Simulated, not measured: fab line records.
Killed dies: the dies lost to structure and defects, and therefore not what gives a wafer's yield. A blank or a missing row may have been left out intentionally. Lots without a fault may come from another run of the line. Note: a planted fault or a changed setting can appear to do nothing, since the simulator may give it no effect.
fab line records | flow n5_finfet | part 2 of 2: steps 5 to 6 of 6
record lots=22 | wafers=66 | last_day=17
route steps=1938 shown SD_EPI_P@306 ILD0@340 SDB@364
lots untouched by any fault: they come from a run of this same line in which no faults occurred
start_h: start of the lot's first displayed wafer, in hours after the record's first day | wait_h: time in hours since the lot's previous step | " same as the row above | L1.1+2: a single row standing in for several wafers | - no value, or no start was given | * or withheld: withheld | < > ~ a bound
route shown NAME@n: a module of which the file shows steps, and the number in the route of the first | usual: mean and standard deviation over wafers with no fault | same: alike in all rows | chamber/n: place in a boat | sites: readings site by site | _std_site: standard deviation of those values | _edge_site: the outer-site mean with the inner-site mean subtracted | radius_mm: for every site, how far away it sits from the centre of the wafer | mask NAME#n: copy n | behind: the last tool/chamber to shape the wafer | hold: what put the lot on hold/how long, in hours/how the hold closed | device: names the non-switching transistor (n, p or np) | end of line: tests run on the same wafers once the route is complete | a step without rows: its recipe alone | killed: dies lost to structure and defects at the first sort, not the wafer's yield | map: a wafer's dies, x killed, . not, _ none there
set.NAME: the setting that was run; set.NAME@STEP: the one run at that earlier step | model.NAME: the simulator's own value behind a step, which no gauge read
route steps across a sampled set of lots; one table per step, one row per wafer
services: when a tool's chamber went out of use (start_h, in hours from the record's first day, below 0 if earlier), for how many hours, and the reason
## steps
# step N5_SDB_CUT_ETCH_26
# recipe chemistry=HBr/Cl2/O2 | target=Si | target_depth_a=1296 | bt_time_s=20 | mask_material=SiNx | time_s=51.8 | ion_energy_ev=* | bias_w=* | pressure_mtorr=10 | icp_w=800 | HBr_flow_sccm=150 | Cl2_flow_sccm=80 | O2_flow_sccm=12
# usual O2_flow_sccm=12.00/0.038 | chamber_pressure_mTorr=10.000/0.0088 | drypump_motor_current_A=5.8/0.41 | oes_product_au=1.005/0.018 | throttle_valve_pct=37.1/0.36
lot.wafer | tool      | chamber | start_h | wait_h | O2_flow_sccm | chamber_pressure_mTorr | drypump_motor_current_A | oes_product_au | rf_hours_counter_h | throttle_valve_pct
L074.1    | rie_si-06 | 3       | 66.57   | 0.1    | 12.00        | 9.997                  | 6.0                     | 0.994          | 16                 | 37.6
L074.2    | "         | 0       | "       | "      | 11.99        | 10.008                 | 6.2                     | 0.973          | 53                 | 36.7
L074.6    | "         | 3       | "       | "      | 12.04        | 10.004                 | 6.0                     | 0.986          | -                  | 37.6
L075.2    | rie_si-06 | 2       | 76.16   | 0.1    | 11.98        | 10.003                 | 6.1                     | 1.010          | 42                 | 37.0
L075.3    | "         | 0       | "       | "      | 12.06        | 9.981                  | 6.2                     | 0.972          | 54                 | 36.7
L075.6    | "         | 1       | "       | "      | 11.93        | 9.974                  | 5.5                     | 0.990          | -                  | 37.4
L076.1    | rie_si-06 | 2       | 79.30   | 0.1    | 11.97        | 9.993                  | 6.1                     | 1.011          | 42                 | 37.0
L076.3    | "         | 3       | "       | "      | 12.02        | 9.994                  | 6.0                     | 0.987          | 16                 | 37.6
L076.4    | "         | 0       | "       | "      | 12.07        | 10.006                 | 6.3                     | 0.969          | 54                 | 36.7
L077.2    | rie_si-02 | 0       | 86.34   | 0.1    | 12.00        | 10.014                 | 6.3                     | 1.016          | 83                 | 37.1
L077.3    | "         | 1       | "       | "      | 12.01        | 10.006                 | 6.1                     | 1.022          | 81                 | 37.2
L077.6    | "         | 2       | "       | "      | 12.03        | 10.001                 | 5.8                     | 1.003          | -                  | 37.4
L078.1    | rie_si-06 | 0       | 90.38   | 0.1    | 11.98        | 10.001                 | 6.3                     | 0.968          | 54                 | 36.7
L078.2    | "         | 2       | "       | "      | 11.93        | 9.994                  | 6.1                     | 1.007          | 42                 | 37.0
L078.5    | "         | 0       | "       | "      | 11.94        | 10.004                 | 6.3                     | 0.962          | -                  | 36.7
L079.1    | rie_si-02 | 1       | 98.97   | 0.1    | 11.97        | 10.000                 | 6.1                     | 1.027          | 81                 | 37.3
L079.5    | "         | 1       | "       | "      | 11.93        | 9.995                  | 6.1                     | 1.022          | -                  | 37.2
L079.6    | "         | 0       | "       | "      | 11.97        | 10.004                 | 6.3                     | 1.017          | -                  | 37.1
L080.1    | rie_si-04 | 2       | 103.29  | 0.1    | 11.98        | 9.994                  | 5.7                     | 0.993          | 167                | 37.2
L080.2    | "         | 3       | "       | "      | 12.00        | 9.988                  | 6.2                     | 1.024          | 2                  | 36.8
L080.6    | "         | 0       | "       | "      | 11.98        | 9.998                  | 4.9                     | 1.011          | -                  | 36.4
L081.3    | rie_si-02 | 1       | 108.62  | 0.1    | 12.05        | 10.000                 | 6.1                     | 1.022          | 82                 | 37.2
L081.4    | "         | 0       | "       | "      | 12.02        | 10.007                 | 6.3                     | 1.013          | 83                 | 37.1
L081.5    | "         | 3       | "       | "      | 11.99        | 9.993                  | 5.7                     | 1.022          | -                  | 37.3
L082.1    | rie_si-02 | 3       | 114.60  | 0.1    | 12.00        | 10.013                 | 5.7                     | 1.014          | 190                | 37.3
L082.3    | "         | 2       | "       | "      | 11.99        | 10.005                 | 5.8                     | 1.003          | 114                | 37.4
L082.4    | "         | 0       | "       | "      | 11.94        | 9.993                  | 6.2                     | 1.011          | 84                 | 37.1
L083.4    | rie_si-04 | 3       | 119.37  | 0.0    | 11.99        | 10.020                 | 6.3                     | 1.029          | 2                  | 36.8
L083.5    | "         | 2       | "       | "      | 12.05        | 10.009                 | 5.8                     | 0.996          | -                  | 37.3
L083.6    | "         | 3       | "       | "      | 12.00        | 9.990                  | 6.3                     | 1.024          | -                  | 36.8
L085.1    | rie_si-02 | 0       | 133.96  | 0.1    | 12.04        | 9.991                  | 6.3                     | 1.019          | 84                 | 37.0
L085.3    | "         | 2       | "       | "      | 11.95        | 9.995                  | 5.8                     | 1.006          | 114                | 37.4
L085.6    | "         | 3       | "       | "      | 11.98        | 9.997                  | 5.7                     | 1.010          | -                  | 37.3
L086.2    | rie_si-06 | 2       | 140.85  | 0.1    | 12.00        | 9.971                  | 6.1                     | 1.011          | 43                 | 37.0
L086.4    | "         | 0       | "       | "      | 11.97        | 10.006                 | 6.2                     | 0.968          | 55                 | 36.7
L086.6    | "         | 3       | "       | "      | 11.95        | 9.995                  | 6.1                     | 0.989          | -                  | 37.6
L087.1    | rie_si-04 | 0       | 145.89  | 0.1    | 11.95        | 9.991                  | 4.9                     | 1.015          | 166                | 36.4
L087.3    | "         | 3       | "       | "      | 11.99        | 9.985                  | 6.2                     | 1.027          | 3                  | 36.8
L087.6    | "         | 0       | "       | "      | 11.98        | 9.992                  | 4.9                     | 1.016          | -                  | 36.4
L088.1    | rie_si-06 | 3       | 153.75  | 0.1    | 12.01        | 10.003                 | 6.0                     | 0.990          | 17                 | 37.6
L088.5    | "         | 3       | "       | "      | 12.04        | 10.001                 | 6.1                     | 1.001          | -                  | 37.6
L088.6    | "         | 0       | "       | "      | 11.95        | 10.013                 | 6.2                     | 0.966          | -                  | 36.7
L089.3    | rie_si-04 | 0       | 155.30  | 0.1    | 11.99        | 10.006                 | 4.9                     | 1.015          | 166                | 36.4
L089.4    | "         | 2       | "       | "      | 11.97        | 9.985                  | 5.7                     | 1.003          | 168                | 37.2
L089.5    | "         | 3       | "       | "      | 12.02        | 10.006                 | 6.2                     | 1.021          | -                  | 36.8
L090.2    | rie_si-04 | 1       | 164.46  | 0.1    | 11.97        | 9.996                  | 5.7                     | 1.014          | 0                  | 36.9
L090.5    | "         | 2       | "       | "      | 12.08        | 10.007                 | 5.7                     | 0.998          | -                  | 37.3
L090.6    | "         | 1       | "       | "      | 12.02        | 9.993                  | 5.7                     | 1.016          | -                  | 36.9
L092.2    | rie_si-06 | 1       | 174.21  | 0.1    | 12.10        | 9.993                  | 5.5                     | 0.986          | 136                | 37.4
L092.3    | "         | 2       | "       | "      | 11.97        | 9.992                  | 6.1                     | 1.010          | 44                 | 37.0
L092.4    | "         | 3       | "       | "      | 12.09        | 10.006                 | 6.0                     | 0.989          | 18                 | 37.6
L093.3    | rie_si-02 | 0       | 178.24  | 0.1    | 11.98        | 9.983                  | 6.3                     | 1.022          | 85                 | 37.1
L093.4    | "         | 3       | "       | "      | 12.02        | 9.994                  | 5.7                     | 1.014          | 191                | 37.3
L093.5    | "         | 1       | "       | "      | 11.96        | 10.003                 | 6.1                     | 1.019          | -                  | 37.2
L094.2    | rie_si-04 | 2       | 185.68  | 0.1    | 12.04        | 10.002                 | 5.7                     | 1.003          | 168                | 37.2
L094.3    | "         | 3       | "       | "      | 11.89        | 10.005                 | 6.3                     | 1.023          | 4                  | 36.8
L094.5    | "         | 0       | "       | "      | 11.99        | 10.022                 | 4.9                     | 1.016          | -                  | 36.4
L095.4    | rie_si-04 | 2       | 194.19  | 0.1    | 12.00        | 10.002                 | 5.7                     | 0.994          | 168                | 37.2
L095.5    | "         | 0       | "       | "      | 12.02        | 10.005                 | 4.9                     | 1.023          | -                  | 36.4
L095.6    | "         | 3       | "       | "      | 11.95        | 10.004                 | 6.3                     | 1.024          | -                  | 36.8
L096.2    | rie_si-04 | 1       | 198.98  | 0.1    | 12.04        | 10.010                 | 5.7                     | 1.029          | 1                  | 36.9
L096.3    | "         | 3       | "       | "      | 12.00        | 9.992                  | 6.3                     | 1.022          | 4                  | 36.8
L096.6    | "         | 3       | "       | "      | 12.02        | 9.998                  | 6.3                     | 1.023          | -                  | 36.8
L097.1    | rie_si-04 | 2       | 206.70  | 0.1    | 11.99        | 9.999                  | 5.7                     | 1.001          | 169                | 37.3
L097.3    | "         | 1       | "       | "      | 11.97        | 9.999                  | 5.7                     | 1.024          | 1                  | 36.9
L097.4    | "         | 3       | "       | "      | 12.05        | 10.014                 | 6.3                     | 1.023          | 4                  | 36.8
# step N5_SDB_ALD_29
# recipe material=SiNx | target_thk_a=300 | temp_c=400 | ald_precursor_family=SiH2I2 | ald_co_reactant=N2/H2-plasma | pulse_time_s=1 | ald_cycles=600 | purge_time_s=2 | co_reactant_purge_time_s=2 | pressure_torr=2
# usual heater_power_w=825/75 | precursor_pulse_height_rel=1.000/0.019
# same pulse_time_s=1
lot.wafer | tool       | chamber | start_h | wait_h | heater_power_w | precursor_pulse_height_rel
L074.1    | ald_sin-01 | 1       | 66.76   | 0.0    | 741            | 0.987
L074.2    | "          | 3       | "       | "      | 844            | 0.986
L074.6    | "          | 1       | 68.11   | 1.4    | 757            | 0.983
L075.2    | ald_sin-03 | 3       | 76.34   | 0.0    | 778            | 1.008
L075.3    | "          | 2       | "       | "      | 675            | 1.005
L075.6    | "          | 2       | 77.69   | 1.4    | 688            | 1.015
L076.1    | ald_sin-03 | 2       | 79.48   | 0.0    | 686            | 0.979
L076.3    | "          | 1       | "       | "      | 842            | 1.008
L076.4    | "          | 3       | "       | "      | 762            | 1.016
L077.2    | ald_sin-01 | 3       | 86.53   | 0.0    | 865            | 1.009
L077.3    | "          | 0       | "       | "      | 834            | 1.024
L077.6    | "          | 1       | 87.88   | 1.4    | 736            | 1.019
L078.1    | ald_sin-01 | 1       | 90.56   | 0.0    | 761            | 1.023
L078.2    | "          | 3       | "       | "      | 866            | 1.015
L078.5    | "          | 1       | 91.91   | 1.4    | 767            | 1.034
L079.1    | ald_sin-03 | 1       | 99.15   | 0.0    | 820            | 0.974
L079.5    | "          | 2       | 100.50  | 1.4    | 701            | 1.000
L079.6    | "          | 3       | "       | "      | 758            | 0.986
L080.1    | ald_sin-03 | 3       | 103.47  | 0.0    | 788            | 0.988
L080.2    | "          | 0       | "       | "      | 933            | 0.991
L080.6    | "          | 3       | 104.83  | 1.4    | 760            | 1.014
L081.3    | ald_sin-03 | 2       | 108.80  | 0.0    | 713            | 0.986
L081.4    | "          | 1       | "       | "      | 823            | 0.996
L081.5    | "          | 3       | 110.16  | 1.4    | 758            | 1.000
L082.1    | ald_sin-02 | 1       | 114.79  | 0.0    | 818            | 1.006
L082.3    | "          | 3       | "       | "      | 801            | 0.986
L082.4    | "          | 0       | "       | "      | 893            | 1.012
L083.4    | ald_sin-02 | 3       | 119.55  | 0.0    | 807            | 1.034
L083.5    | "          | 2       | 120.91  | 1.4    | 974            | 0.985
L083.6    | "          | 3       | "       | "      | 788            | 0.999
L085.1    | ald_sin-01 | 3       | 134.14  | 0.0    | 853            | 0.968
L085.3    | "          | 2       | "       | "      | 774            | 0.981
L085.6    | "          | 3       | 135.49  | 1.4    | 874            | 0.997
L086.2    | ald_sin-02 | 1       | 141.23  | 0.2    | 804            | 0.962
L086.4    | "          | 3       | "       | "      | 823            | 1.060
L086.6    | "          | 1       | 142.58  | 1.6    | 804            | 1.015
L087.1    | ald_sin-02 | 0       | 146.08  | 0.0    | 907            | 0.987
L087.3    | "          | 1       | "       | "      | 813            | 1.004
L087.6    | "          | 0       | 147.43  | 1.4    | 872            | 0.989
L088.1    | ald_sin-02 | 0       | 153.93  | 0.0    | 895            | 1.029
L088.5    | "          | 3       | 155.28  | 1.4    | 793            | 0.996
L088.6    | "          | 2       | "       | "      | 977            | 0.983
L089.3    | ald_sin-03 | 3       | 157.12  | 1.7    | 747            | 0.998
L089.4    | "          | 1       | "       | "      | 826            | 1.010
L089.5    | "          | 3       | 158.47  | 3.0    | 775            | 1.012
L090.2    | ald_sin-01 | 3       | 164.64  | 0.0    | 863            | 1.004
L090.5    | "          | 3       | 165.99  | 1.4    | 898            | 0.996
L090.6    | "          | 2       | "       | "      | 773            | 0.986
L092.2    | ald_sin-02 | 0       | 174.39  | 0.0    | 894            | 0.994
L092.3    | "          | 2       | "       | "      | 982            | 0.985
L092.4    | "          | 1       | "       | "      | 814            | 0.983
L093.3    | ald_sin-02 | 1       | 178.43  | 0.0    | 801            | 1.015
L093.4    | "          | 2       | "       | "      | 962            | 0.994
L093.5    | "          | 1       | 179.78  | 1.4    | 814            | 0.986
L094.2    | ald_sin-01 | 2       | 185.86  | 0.0    | 782            | 0.970
L094.3    | "          | 1       | "       | "      | 747            | 0.968
L094.5    | "          | 0       | 187.22  | 1.4    | 828            | 1.010
L095.4    | ald_sin-01 | 3       | 194.38  | 0.0    | 844            | 1.004
L095.5    | "          | 1       | 195.73  | 1.4    | 741            | 1.011
L095.6    | "          | 0       | "       | "      | 840            | 1.011
L096.2    | ald_sin-02 | 3       | 199.16  | 0.0    | 815            | 1.011
L096.3    | "          | 1       | "       | "      | 816            | 0.977
L096.6    | "          | 1       | 200.51  | 1.4    | 814            | 0.991
L097.1    | ald_sin-02 | 3       | 207.06  | 0.2    | 801            | 0.998
L097.3    | "          | 0       | "       | "      | 911            | 0.989
L097.4    | "          | 1       | 208.41  | 1.6    | 795            | 0.983
## services
tool        | chamber | start_h | hours | kind
cmp-04      | -       | 33.55   | 4.0   | pm
rie_diel-06 | 2       | 52.54   | 19.3  | repair
cmp-03      | -       | 60.29   | 2.4   | repair
rie_si-06   | 2       | 64.87   | 7.6   | repair
cmp-04      | -       | 65.15   | 1.1   | repair
rie_si-04   | 2       | 66.32   | 3.5   | repair
rie_diel-02 | -       | 84.41   | 2.8   | pm
ald_sin-02  | -       | 85.25   | 14.0  | pm
cmp-03      | -       | 92.18   | 1.3   | repair
rie_diel-05 | 1       | 95.99   | 7.9   | repair
cmp-03      | -       | 96.87   | 0.2   | repair
ald_sin-04  | -       | 117.96  | 2.8   | pm
cmp-03      | -       | 121.05  | 4.0   | pm
rie_diel-05 | 0       | 121.56  | 1.7   | repair
ald_sin-01  | -       | 155.04  | 6.0   | pm
cmp-03      | -       | 158.33  | 3.9   | pm
rie_diel-02 | 2       | 177.14  | 9.3   | repair
rie_diel-02 | 1       | 178.63  | 14.1  | repair
rie_si-04   | -       | 183.90  | 0.2   | repair
cmp-03      | -       | 189.04  | 0.4   | repair
ald_sin-02  | 2       | 194.87  | 14.8  | repair
cmp-03      | -       | 195.48  | 1.7   | repair
ald_sin-01  | 0       | 198.51  | 5.1   | repair
ald_sin-01  | -       | 204.82  | 0.7   | repair
